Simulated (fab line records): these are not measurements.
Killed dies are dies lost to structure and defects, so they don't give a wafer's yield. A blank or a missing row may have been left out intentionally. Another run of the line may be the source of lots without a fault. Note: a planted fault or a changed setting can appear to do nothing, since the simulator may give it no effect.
fab line records	flow nandHarc
[record] lots = 6	wafers = 18	lastDay = 32
route steps=1302 shown A_STAIRCASE@844 END@1302
lots untouched by any fault: they come from a run of this same line in which no faults occurred
startH: hours from the record's first day to the start of the lot's first wafer shown	waitH: hours since the lot's step before	" unchanged from the row above	L1.1+2: one row covering several wafers at once	- no value, or no start was given	* or withheld: withheld	< > ~ a bound
route shown NAME@n: names a module that has steps shown in the file, with the first one's number in the route	usual: mean/standard deviation of fault-free wafers	same: alike in all rows	chamber/n: place in a boat	sites: per-site readings	_std_site: how widely they spread, as a standard deviation	_edge_site: mean of outer sites minus mean of inner sites	radiusMm: for every site, how far away it sits from the centre of the wafer	mask NAME#n: copy n	behind: tool/chamber where the wafer was last shaped	hold: reason for holding the lot/hours on hold/outcome of the hold	device: the transistor (n, p or np) that didn't switch	end of line: the tests these same wafers got at the end of their route	a step with no rows: only its recipe	killed: not the wafer's yield, but the dies lost to structure and defects at the first sort	map: shows each die of a wafer: x if killed, . if not, _ if none is there
set.NAME: the setting the step ran with; set.NAME@STEP: the setting that earlier step ran with	model.NAME: the simulator's own value behind a step, which no gauge read
lots seen at some steps along the route; tables by step, rows by wafer
services: when a tool's chamber went out of use (startH, in hours from the record's first day, below 0 if earlier), for how many hours, and the reason
[[steps]]
[step NHARC_A_STAIRCASE_DEP_417]
[recipe] targetThkA = 600	stepCoveragePct = 20	tempC = 400	targetThkNm = 60	flowSccm = 200	rfW = 450	material = Si3N4
[step NHARC_A_STAIRCASE_WET_418]
[recipe] tempC = 160	targetDepthA = 200	chemistry = H3PO4
[step NHARC_A_STAIRCASE_PRECLEAN_419]
[recipe] timeS = *	tempC = 50	bathAgeMin = 0	chemistry = SC1
[step NHARC_A_STAIRCASE_SRD_421]
[step NHARC_A_STAIRCASE_ALD_420]
[recipe] targetThkA = 200	pulseTimeS = 6	aldCycles = 200	tempC = 300	material = SiO2
[usual] heaterPowerW = 486/35	precursorPulseHeightRel = 0.998/0.02
lot.wafer	tool	chamber	startH	waitH	heaterPowerW	precursorPulseHeightRel
L660.1	aldHk-01	1	500.86	-	447	0.989
L660.4	"	2	"	"	493	1.023
L660.2	"	0	"	"	481	0.983
L662.3	aldHk-04	1	504.79	-	447	1.016
L662.1	"	3	"	"	511	0.976
L662.4	"	0	"	"	536	1.035
L661.1	aldHk-02	3	511.20	-	427	0.985
L661.2	"	2	"	"	474	1.012
L661.6	"	3	"	"	409	0.995
L665.2	aldHk-02	0	540.26	-	502	0.973
L665.3	"	3	"	"	424	1.002
L665.6	"	1	"	"	480	1.011
L667.1	aldHk-01	1	571.02	-	451	1.012
L667.2	"	3	"	"	542	0.956
L667.6	"	1	"	"	448	1.016
L671.1	aldHk-01	1	608.44	-	454	1.010
L671.3	"	2	"	"	499	0.983
L671.6	"	3	"	"	549	0.983
[step NHARC_A_STAIRCASE_CVD_552]
[recipe] targetThkA = 400	tempC = 700	pressureMtorr = 300	material = SiNx
[step NHARC_A_STAIRCASE_DEP_151]
[recipe] targetThkA = 72000	tempC = 400	targetThkNm = 7200	teosFlowSccm = 200	rfW = 500	material = SiO2
[usual] heaterPowerW = 643/93	mfcPrecursorSccm = 200.0/0.6
lot.wafer	tool	chamber	startH	waitH	heaterPowerW	mfcPrecursorSccm
L660.2	pecvd-01	0	509.01	0.4	725	200.3
L660.1	"	1	"	"	660	199.9
L660.4	"	0	"	"	649	199.1
L662.3	pecvd-04	2	512.93	0.4	627	199.4
L662.1	"	0	"	"	668	201.1
L662.4	"	1	"	"	584	199.2
L661.1	pecvd-04	1	519.31	0.4	727	200.0
L661.2	"	2	"	"	646	200.4
L661.6	"	1	"	"	600	199.9
L665.2	pecvd-02	0	548.47	0.5	807	200.0
L665.3	"	1	"	"	762	200.2
L665.6	"	0	"	"	662	198.9
L667.1	pecvd-02	0	579.00	0.4	782	199.6
L667.2	"	2	"	"	849	200.3
L667.6	"	0	"	"	643	199.2
L671.1	pecvd-02	0	613.36	0.5	823	200.6
L671.3	"	1	"	"	736	200.9
L671.6	"	0	"	"	688	199.7
[step NHARC_A_STAIRCASE_ANNEAL_320]
[recipe] tempC = 750	timeS = 1800
[step NHARC_A_STAIRCASE_DEP_322]
[recipe] targetThkA = 72000	tempC = 400	targetThkNm = 7200	teosFlowSccm = 200	rfW = 500	material = SiO2
[usual] heaterPowerW = 653/97	mfcPrecursorSccm = 200.1/0.57
lot.wafer	tool	chamber	startH	waitH	heaterPowerW	mfcPrecursorSccm
L660.1	pecvd-01	1	519.79	0.1	728	201.1
L660.2	"	0	"	"	802	200.4
L660.4	"	2	"	"	437	200.6
L662.3	pecvd-04	2	519.88	0.2	745	200.4
L662.1	"	0	"	"	639	200.2
L662.4	"	0	"	"	523	199.7
L661.1	pecvd-04	1	527.59	0.1	675	199.9
L661.2	"	2	"	"	683	199.7
L661.6	"	1	"	"	596	199.7
L665.2	pecvd-04	1	556.25	0.1	695	199.6
L665.3	"	2	"	"	726	199.2
L665.6	"	2	"	"	591	198.9
L667.2	pecvd-04	2	588.47	0.1	756	200.1
L667.1	"	1	"	"	694	200.6
L667.6	"	1	"	"	592	200.1
L671.3	pecvd-04	0	621.05	0.1	653	200.0
L671.1	"	2	"	"	655	200.2
L671.6	"	0	"	"	527	199.9
[step NHARC_A_STAIRCASE_ANNEAL_323]
[recipe] tempC = 750	timeS = 1800
[step NHARC_A_STAIRCASE_DEP_325]
[recipe] targetThkA = 72000	tempC = 400	targetThkNm = 7200	teosFlowSccm = 200	rfW = 500	material = SiO2
[usual] heaterPowerW = 649/100	mfcPrecursorSccm = 200.0/0.63
lot.wafer	tool	chamber	startH	waitH	heaterPowerW	mfcPrecursorSccm
L660.2	pecvd-02	1	529.17	0.1	673	220.4
L660.1	"	2	"	"	847	221.4
L660.4	"	0	"	"	644	221.9
L662.1	pecvd-01	2	529.17	0.1	458	201.2
L662.3	"	0	"	"	802	199.7
L662.4	"	1	"	"	595	198.5
L661.1	pecvd-02	0	535.74	0.4	683	221.5
L661.2	"	1	"	"	729	220.7
L661.6	"	1	"	"	623	219.6
L665.3	pecvd-04	2	563.34	0.1	692	199.8
L665.2	"	1	"	"	659	200.1
L665.6	"	0	"	"	532	200.3
L667.2	pecvd-01	1	598.25	0.7	746	200.7
L667.1	"	2	"	"	532	200.4
L667.6	"	2	"	"	429	200.0
L671.1	pecvd-02	1	628.47	0.2	798	199.2
L671.3	"	2	"	"	833	199.9
L671.6	"	2	"	"	665	199.2
[step NHARC_A_STAIRCASE_ANNEAL_326]
[recipe] tempC = 750	timeS = 1800
[step NHARC_A_STAIRCASE_DEHYDRATE_433]
[recipe] tempC = 150	timeS = 120
[step NHARC_A_STAIRCASE_HMDS_434]
[recipe] timeS = 30
[step NHARC_A_STAIRCASE_COAT_435]
[recipe] spinRpm = 1200
[step NHARC_A_STAIRCASE_SOFTBAKE_436]
[recipe] tempC = 135	timeS = 170
[step NHARC_A_STAIRCASE_EBR_437]
[step NHARC_A_STAIRCASE_EXPOSE_438]
[recipe] na = 0.5	doseMj = 28.97	maskId = STAIR_REV
[step NHARC_A_STAIRCASE_PEB_439]
[recipe] pebTempC = 115	pebTimeS = 130
[step NHARC_A_STAIRCASE_DEVELOP_440]
[recipe] timeS = 140
[step NHARC_A_STAIRCASE_HARDBAKE_442]
[recipe] tempC = 120	timeS = 140
[step NHARC_A_STAIRCASE_DESCUM_443]
[recipe] timeS = 3	o2FlowSccm = 200	arFlowSccm = 0	biasPowerW = 0	chemistry = O2
[usual] drypumpMotorCurrentA = 5.6/0.34	oesProductAu = 0.998/0.01	rfVppV = 57.9/0.84	showerheadPlenumPTorr = 1.94/0.078	throttleValvePct = 11.309/0.0087
lot.wafer	tool	chamber	startH	waitH	drypumpMotorCurrentA	oesProductAu	rfHoursCounterH	rfVppV	showerheadPlenumPTorr	throttleValvePct
L660.2	rieDiel-06	0	539.11	-	5.3	1.013	17	57.7	1.83	11.312
L660.4	"	1	"	"	5.6	0.997	17	60.5	2.07	11.319
L660.1	"	3	"	"	5.3	0.993	14	57.5	1.89	11.299
L662.3	rieDiel-13	0	539.16	-	5.3	0.981	5	58.0	1.94	11.319
L662.1	"	1	"	"	5.9	1.002	5	58.9	2.02	11.295
L662.4	"	2	"	"	5.5	1.007	5	56.5	1.91	11.315
L661.2	rieDiel-01	2	545.24	-	5.5	1.000	57	58.7	1.88	11.305
L661.1	"	1	"	"	6.0	0.989	45	56.8	1.92	11.310
L661.6	"	2	"	"	5.5	0.989	-	58.0	1.88	11.326
L665.3	rieDiel-13	0	571.98	-	5.3	0.991	16	56.4	1.94	11.311
L665.2	"	2	"	"	5.5	1.008	15	58.0	1.91	11.302
L665.6	"	2	"	"	5.6	1.013	-	56.3	1.91	11.311
L667.1	rieDiel-06	1	608.31	-	5.6	0.989	40	58.7	2.06	11.310
L667.2	"	2	"	"	6.3	1.000	37	58.3	1.90	11.304
L667.6	"	1	"	"	5.6	0.988	-	56.7	2.06	11.294
L671.1	rieDiel-01	2	639.34	-	5.5	0.989	26	57.0	1.87	11.313
L671.3	"	0	"	"	5.4	0.984	23	58.3	2.03	11.304
L671.6	"	2	"	"	5.5	0.979	-	59.1	1.87	11.301
[step NHARC_A_STAIRCASE_ETCH_444]
[recipe] targetDepthA = 2.04e+05	timeS = 6800	c4f8FlowSccm = 20	o2FlowSccm = 10	arFlowSccm = withheld	rfW = 600	biasW = 1000	chemistry = C4F8/O2
[step NHARC_A_STAIRCASE_STRIP_446]
[recipe] powerW = 1500	tempC = 250	chemistry = O2
[usual] drypumpMotorCurrentA = 5.4/0.31	heaterPowerW = 335/32
lot.wafer	tool	chamber	startH	waitH	hold	drypumpMotorCurrentA	heaterPowerW	rfHoursCounterH
L662.1	plasmaAsher-02	1	543.69	0.1	-	5.4	303	23
L662.4	"	0	"	"	-	5.6	328	-
L662.3	"	1	"	"	-	5.4	302	-
L660.2	plasmaAsher-01	1	546.15	2.4	awaitDispo/2.4h/release	4.9	345	30
L660.1	"	0	"	"	awaitDispo/2.4h/release	5.8	391	30
L660.4	"	1	"	"	awaitDispo/2.4h/release	4.9	341	-
L661.1	plasmaAsher-02	1	552.81	3.0	awaitDispo/2.9h/release	5.4	315	25
L661.2	"	0	"	"	awaitDispo/2.9h/release	5.6	324	25
L661.6	"	0	"	"	awaitDispo/2.9h/release	5.6	321	-
L665.2	plasmaAsher-01	0	577.44	0.0	-	5.8	375	1
L665.3	"	0	"	"	-	5.8	384	-
L665.6	"	1	"	"	-	4.9	327	-
L667.2	plasmaAsher-01	1	612.81	0.0	-	4.9	333	8
L667.1	"	0	"	"	-	5.8	365	8
L667.6	"	1	"	"	-	4.9	331	-
L671.1	plasmaAsher-02	1	643.87	0.1	-	5.4	295	5
L671.3	"	1	"	"	-	5.4	286	-
L671.6	"	1	"	"	-	5.4	296	-
[step NHARC_END_SORT_01]
[recipe] tempC = 25
[usual] killedAtArray = 55/19	killedAtOther = 0.8/1.1	killedAtPeriphery = 4.0/2.6	killedDies = 60/20	killedOpen = 3.4/1.7	killedShort = 2.6/1.5
[same] grossDies = 677
lot.wafer	tool	chamber	startH	waitH	killedAtArray	killedAtOther	killedAtPeriphery	killedDies	killedOpen	killedShort
L661.1	prober-02	0	682.49	2.5	38	0	3	41	4	1
L661.2	prober-02	0	683.28	2.8	43	1	4	48	4	2
L661.6	prober-02	0	686.43	3.9	40	1	2	43	4	4
L667.1	prober-02	0	739.60	2.5	103	0	9	112	3	1
L667.2	prober-02	0	740.40	2.8	94	0	7	101	3	2
L667.6	prober-02	0	743.58	4.0	85	1	6	92	2	0
L671.1	prober-01	0	773.22	2.5	51	0	9	60	4	3
L671.3	prober-01	0	774.81	3.1	57	2	9	68	4	3
L671.6	prober-01	0	777.20	4.0	43	4	8	55	3	2
// killed by level:class
L661.1 A_CHANNEL_HOLE_D2:chamberFilmFlake=11 A_STAIRCASE:chamberFilmFlake=6 A_CHANNEL_HOLE_D1:chamberFilmFlake=5 A_CONTACT:chamberFilmFlake=5 A_SLIT:chamberFilmFlake=4 A_M1:chamberFilmFlake=3 P_GATE:geometricParticle:open=1 P_CONTACT:geometricParticle:short=1
L661.2 A_CHANNEL_HOLE_D2:chamberFilmFlake=18 A_STAIRCASE:chamberFilmFlake=7 A_CONTACT:chamberFilmFlake=6 A_CHANNEL_HOLE_D1:chamberFilmFlake=4 A_M1:chamberFilmFlake=2 P_GATE:geometricParticle:open=1 P_CONTACT:geometricParticle:short=1 P_CONTACT:geometricParticle:open=1
L661.6 A_CHANNEL_HOLE_D2:chamberFilmFlake=18 A_CONTACT:chamberFilmFlake=6 A_M1:chamberFilmFlake=3 A_CHANNEL_HOLE_D1:chamberFilmFlake=2 A_STAIRCASE:chamberFilmFlake=2 A_SLIT:chamberFilmFlake=2 P_GATE:geometricParticle:open=1 A_WL_FILL:geometricParticle:short=1
L667.1 A_CHANNEL_HOLE_D1:chamberFilmFlake=34 A_SLIT:chamberFilmFlake=29 A_CHANNEL_HOLE_D2:chamberFilmFlake=15 A_STAIRCASE:chamberFilmFlake=7 A_CONTACT:chamberFilmFlake=6 A_WL_FILL:chamberFilmFlake=4 P_GATE:chamberFilmFlake=3 P_M2:chamberFilmFlake=3
L667.2 A_CHANNEL_HOLE_D1:chamberFilmFlake=38 A_SLIT:chamberFilmFlake=20 A_CHANNEL_HOLE_D2:chamberFilmFlake=16 A_CONTACT:chamberFilmFlake=7 A_STAIRCASE:chamberFilmFlake=3 A_WL_FILL:chamberFilmFlake=3 P_GATE:chamberFilmFlake=2 P_CONTACT:chamberFilmFlake=2
L667.6 A_CHANNEL_HOLE_D1:chamberFilmFlake=32 A_SLIT:chamberFilmFlake=24 A_CHANNEL_HOLE_D2:chamberFilmFlake=12 A_CONTACT:chamberFilmFlake=10 A_STAIRCASE:chamberFilmFlake=4 P_GATE:chamberFilmFlake=3 A_WL_FILL:chamberFilmFlake=3 P_GATE:geometricParticle:open=1
L671.1 A_SLIT:chamberFilmFlake=30 A_CONTACT:chamberFilmFlake=7 P_STI:chamberFilmFlake=6 P_M0:geometricParticle:open=2 A_ZERO_WELL:chamberFilmFlake=2 A_CHANNEL_HOLE_D1:unspecified=2 A_WL_FILL:chamberFilmFlake=2 A_CHANNEL_HOLE_D1:geometricParticle:short=1
L671.3 A_SLIT:chamberFilmFlake=35 A_CONTACT:chamberFilmFlake=12 P_STI:chamberFilmFlake=5 P_GATE:chamberFilmFlake=2 THIN_TSV:chamberFilmFlake=2 P_GATE:geometricParticle:open=1 P_M0:geometricParticle:open=1 A_CHANNEL_HOLE_D1:geometricParticle:short=1
L671.6 A_SLIT:chamberFilmFlake=31 P_STI:chamberFilmFlake=6 A_CONTACT:chamberFilmFlake=4 THIN_TSV:chamberFilmFlake=3 P_GATE:chamberFilmFlake=2 A_CHANNEL_FILL_D1:geometricParticle:open=1 A_ONON_D2:geometricParticle:short=1 A_ONON_D2:geometricParticle:open=1
[[services]]
tool	chamber	startH	hours	kind
pecvd-04	-	480.12	1.9	repair
rieDiel-06	-	484.70	9.0	pm
pecvd-02	2	490.44	13.5	repair
pecvd-01	-	492.45	13.0	pm
rieDiel-13	-	519.00	9.0	pm
aldHk-01	-	519.69	1.5	repair
rieDiel-01	-	557.82	9.0	pm
plasmaAsher-01	-	566.83	9.0	pm
rieDiel-13	3	571.34	4.3	repair
rieDiel-13	0	583.55	8.3	repair
rieDiel-06	-	588.48	2.4	repair
pecvd-02	-	590.62	13.0	pm
pecvd-02	0	590.62	13.0	ventCycle
pecvd-02	1	590.62	13.0	ventCycle
pecvd-02	2	590.62	13.0	ventCycle
plasmaAsher-02	-	603.00	9.0	pm
pecvd-02	0	603.62	-	clean
aldHk-04	-	612.32	10.0	pm
pecvd-04	-	631.12	13.0	pm
pecvd-04	0	631.12	13.0	ventCycle
pecvd-04	1	631.12	13.0	ventCycle
pecvd-04	2	631.12	13.0	ventCycle
rieDiel-01	0	636.26	1.2	repair
rieDiel-06	1	641.37	7.3	repair
[[key]]
[firstSign] step = NHARC_A_STAIRCASE_DEP_325	reading = mfcPrecursorSccm	direction = up	sigmas = 33	usual = 200.0	struck = 220.9
effect none on later readings
metAt NHARC_A_STAIRCASE_DEP_325
struckWafers L660.1,L660.2,L660.4,L661.1,L661.2,L661.6
testerLeftOut L660,L661
[fault] kind = processParameterDrift	tool = pecvd-02	chamber = -	onsetH = 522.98	steps = NHARC_A_STAIRCASE_DEP_325	channel = teosFlowSccm	offset = *	shape = step	endH = 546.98	actsIn = *	stated = *
// testerLeftOut: of these lots the tester's yield and bins aren't shown, on N5 and GAA mostly nor the transistor test; their killed dies are dies lost to structure and defects alone, not to doping, threshold or leakage, so they don't give the yield
